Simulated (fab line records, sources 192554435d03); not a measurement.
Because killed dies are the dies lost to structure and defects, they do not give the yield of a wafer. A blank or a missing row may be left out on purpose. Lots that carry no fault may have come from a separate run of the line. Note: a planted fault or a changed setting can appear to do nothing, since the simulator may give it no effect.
Code-filled problem report in 8D (eight disciplines) form :: flow n5_finfet :: the parts of the form that need people (team, actions taken, sign-off) are left out

## 1. THE PROBLEM
IOFF_N at N5_BEOL_M4_RC_MEAS_101 reads a mean of 27.38 nA/um on 6 wafers of 2 lots; wafers without a fault read 0.16 nA/um with a standard deviation of 0.035. That is +99 or more standard deviations from the usual mean.
Earliest sighting: wafer L914.1 on prober-02 at day 7 21:46. Wafers with a number at this step in the record: 27, from 9 lots. Rule for "out", or "out of limits": more than 4 standard deviations from the usual mean. Any other wafer with a number is counted as sound.

## 2. WHAT IT IS AND WHAT IT IS NOT
question: which readings at this step
is: IOFF_N, CJ_N, DIBL_N, IOFF_N_85C, IOFF_N_LIN, IOFF_N_LONG, SS_N
is not: DIBL_P, IOFF_P, ION_P, SS_P, VT_P

question: which lots
is: L914, L915
is not: L917, L924, L925, L928, L931, L933, L934

question: which wafers of those lots
is: all that have a number
is not: -

question: read on which gauges
is: prober-02
is not: prober-01

question: when
is: from day 7 21:46
is not: up to then (0 sound wafers); but 21 sound wafers of L917, L924, L925, L928, L931, L933, L934 came after

## 3. SUSPECTS, AND WHAT RULES EACH OUT
Counting: a tool stays on the suspect list if, at a process step up to the reading, it processed all lots that are out and no sound lot following the first of them.
- the gauge at N5_BEOL_M4_RC_MEAS_101: kept. All the wafers that are out were read on prober-02, and no step on other tools shows them out.
- wet_bench-02 at N5_WELL_APT_STRIP_16 (strips in SPM, time 900 s): ruled out as a lasting fault. Sound lots L924, L934 ran on it after its first lot that is out, L914 (day 2 02:10).
Left after counting: prober-02 at N5_BEOL_M4_RC_MEAS_101.

## 4. THE CAUSE (what the simulator had put in)
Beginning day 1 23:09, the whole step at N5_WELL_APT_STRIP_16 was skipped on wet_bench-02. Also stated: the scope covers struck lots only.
It was ruled out by counting, in error; the rule expects a fault to strike all lots run on its tool from its start on, and this fault did not.

## 5. SEQUENCE OF EFFECTS, ordered by route
One row per reading whose mean, taken over the struck wafers that have a number, lies over 3 standard deviations from the usual. Only readings for which the record gives a usual standard deviation are gone through. hours: the time from each lot's start at the first step in this table that gives one to its start at this step, as a median over the lots. sigmas: the change in usual standard deviations.
hours: 0
step: N5_BEOL_M4_RC_MEAS_101
reading: CJ_N
usual: 4.38
on struck wafers: 0.09
change: -4.29
sigmas: -47

hours: 0
step: N5_BEOL_M4_RC_MEAS_101
reading: DIBL_N
usual: 35.8 mV/V
on struck wafers: 103.5
change: +67.7
sigmas: +38

hours: 0
step: N5_BEOL_M4_RC_MEAS_101
reading: IOFF_N
usual: 0.16 nA/um
on struck wafers: 27.38
change: +27.21
sigmas: +99 or more

hours: 0
step: N5_BEOL_M4_RC_MEAS_101
reading: IOFF_N_85C
usual: 3.0 nA/um
on struck wafers: 226.8
change: +223.8
sigmas: +99 or more

hours: 0
step: N5_BEOL_M4_RC_MEAS_101
reading: IOFF_N_LIN
usual: 0.072 nA/um
on struck wafers: 1.307
change: +1.235
sigmas: +95

hours: 0
step: N5_BEOL_M4_RC_MEAS_101
reading: IOFF_N_LONG
usual: 5.53e-05 nA/um
on struck wafers: 1.04e-04
change: +4.86e-05
sigmas: +22

hours: 0
step: N5_BEOL_M4_RC_MEAS_101
reading: SS_N
usual: 71.4 mV/dec
on struck wafers: 143.9
change: +72.5
sigmas: +99 or more

hours: 0
step: N5_BEOL_M4_RC_MEAS_101
reading: VT_N
usual: 250 mV
on struck wafers: 236
change: -14
sigmas: -4.1

hours: 0
step: N5_BEOL_M4_RC_MEAS_101
reading: VT_N_LVT
usual: 99 mV
on struck wafers: 84
change: -15
sigmas: -4.2

hours: 107
step: N5_PASSIVATION_PROBE_49
reading: sort_bin_4_leakage
usual: 0.00 %
on struck wafers: 90.86
change: +90.86
sigmas: +99 or more

hours: 107
step: N5_PASSIVATION_PROBE_49
reading: sort_n_pass
usual: 1074
on struck wafers: 0
change: -1074
sigmas: -63

hours: 107
step: N5_PASSIVATION_PROBE_49
reading: sort_yield_pct
usual: 91.0 %
on struck wafers: 0.0
change: -91.0
sigmas: -61
Its process steps:
- N5_PASSIVATION_PROBE_49
Readings that are blank on the struck wafers while sound wafers have them: bath_guard_temp_C at N5_WELL_APT_STRIP_16; bath_heat_duty_pct at N5_WELL_APT_STRIP_16; RS_PWELL at N5_BEOL_M4_RC_MEAS_101.

## 6. WHAT WOULD HAVE CAUGHT IT SOONER
In this record the first reading out of limits at a measuring or inspecting step was taken at day 7 21:46, 143 hours after the fault began at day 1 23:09.
At N5_WELL_APT_STRIP_16 the tool's readings are blank on the struck wafers, where sound wafers have them: an empty tool record is the first sign, and it was there at once.
